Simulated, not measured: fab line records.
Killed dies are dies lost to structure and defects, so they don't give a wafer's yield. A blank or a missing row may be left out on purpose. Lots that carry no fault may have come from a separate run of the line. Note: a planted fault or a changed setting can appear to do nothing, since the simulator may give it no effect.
Tool commonality check    flow nandHarc    2 lots and 6 wafers in the sample

== THE REASON FOR OPENING IT ==
Flagged at NHARC_END_SORT_01: reading killedAtArray, on 2 of 2 lots. Wafers without a fault read 27, standard deviation 11.
Rule: a lot is flagged in two cases, either no wafer of it has a number, or all its wafers with numbers fall more than 4 standard deviations from that mean. As for the other lots, they are considered sound.

lot   measured      on         killedAtArray, wafer by wafer  flag
L704  day 22 15:55  prober-01  83 115 88                      FLAGGED
L705  day 23 13:07  prober-02  94 91 95                       FLAGGED
Average over the flagged lots: 94; offset from the usual +67, equal to +6 standard deviations.

== WHICH TOOL EACH LOT WENT THROUGH ==
The record holds 4 process steps before the reading, out of a route of 1159 steps. Each cell gives the tool, then ch followed by the chambers the sampled wafers passed through, then the start.
lot   flag     NHARC_A_CONTACT_ETCH_130            NHARC_A_CONTACT_ETCH_133            NHARC_A_CONTACT_DESCUM_13          NHARC_A_CONTACT_ETCH_134
L704  FLAGGED  harCapEtch-02 ch 0,1, day 19 05:46  harCapEtch-02 ch 0,1, day 19 06:14  rieDiel-05 ch 1,2,3, day 19 14:48  harCapEtch-02 ch 0,1, day 19 16:16
L705  FLAGGED  harCapEtch-02 ch 0,1, day 20 03:53  harCapEtch-02 ch 0,1, day 20 04:22  rieDiel-02 ch 1,2, day 20 09:10    harCapEtch-03 ch 0,1, day 20 10:17
What is done by these steps:
- NHARC_A_CONTACT_ETCH_130: etches the open film in C4F8/O2/Ar, time 155 s, target depth 956 nm.
- NHARC_A_CONTACT_ETCH_133: etches the open film in C4F8/O2/Ar, time 195 s, target depth 840 nm.
- NHARC_A_CONTACT_DESCUM_13: chemistry O2, time 3 s.
- NHARC_A_CONTACT_ETCH_134: etches the open film in C4F8/O2/Ar, time 140 s, target depth 700 nm.
- NHARC_END_SORT_01

== FLAGGED AGAINST TOTAL, ONE TOOL AT A TIME (gauges that did the reading follow at the end) ==
step                       tool           lots run  flagged  share of the flagged lots  sound lots run after its first flagged lot
NHARC_A_CONTACT_ETCH_130   harCapEtch-02  2         2        all                        0
NHARC_A_CONTACT_ETCH_133   harCapEtch-02  2         2        all                        0
NHARC_A_CONTACT_DESCUM_13  rieDiel-02     1         1        some                       0
NHARC_A_CONTACT_DESCUM_13  rieDiel-05     1         1        some                       0
NHARC_A_CONTACT_ETCH_134   harCapEtch-02  1         1        some                       0
NHARC_A_CONTACT_ETCH_134   harCapEtch-03  1         1        some                       0
NHARC_END_SORT_01          prober-01      1         1        some                       0
NHARC_END_SORT_01          prober-02      1         1        some                       0

== WHAT IS ALLOWED BY THE TABLE ==
In 2 table rows, all flagged lots were run: harCapEtch-02 (NHARC_A_CONTACT_ETCH_130), harCapEtch-02 (NHARC_A_CONTACT_ETCH_133).
- harCapEtch-02 at NHARC_A_CONTACT_ETCH_130 ran 2 lots, 2 of them flagged. No sound lot ran on it before its first flagged lot in this sample; the start therefore can't be narrowed down.
- harCapEtch-02 at NHARC_A_CONTACT_ETCH_133 ran 2 lots, 2 of them flagged. No sound lot ran on it before its first flagged lot in this sample; the start therefore can't be narrowed down.
Just one tool remains: harCapEtch-02 at NHARC_A_CONTACT_ETCH_130 and NHARC_A_CONTACT_ETCH_133.

== WHAT THE SIMULATOR HAD INSERTED ==
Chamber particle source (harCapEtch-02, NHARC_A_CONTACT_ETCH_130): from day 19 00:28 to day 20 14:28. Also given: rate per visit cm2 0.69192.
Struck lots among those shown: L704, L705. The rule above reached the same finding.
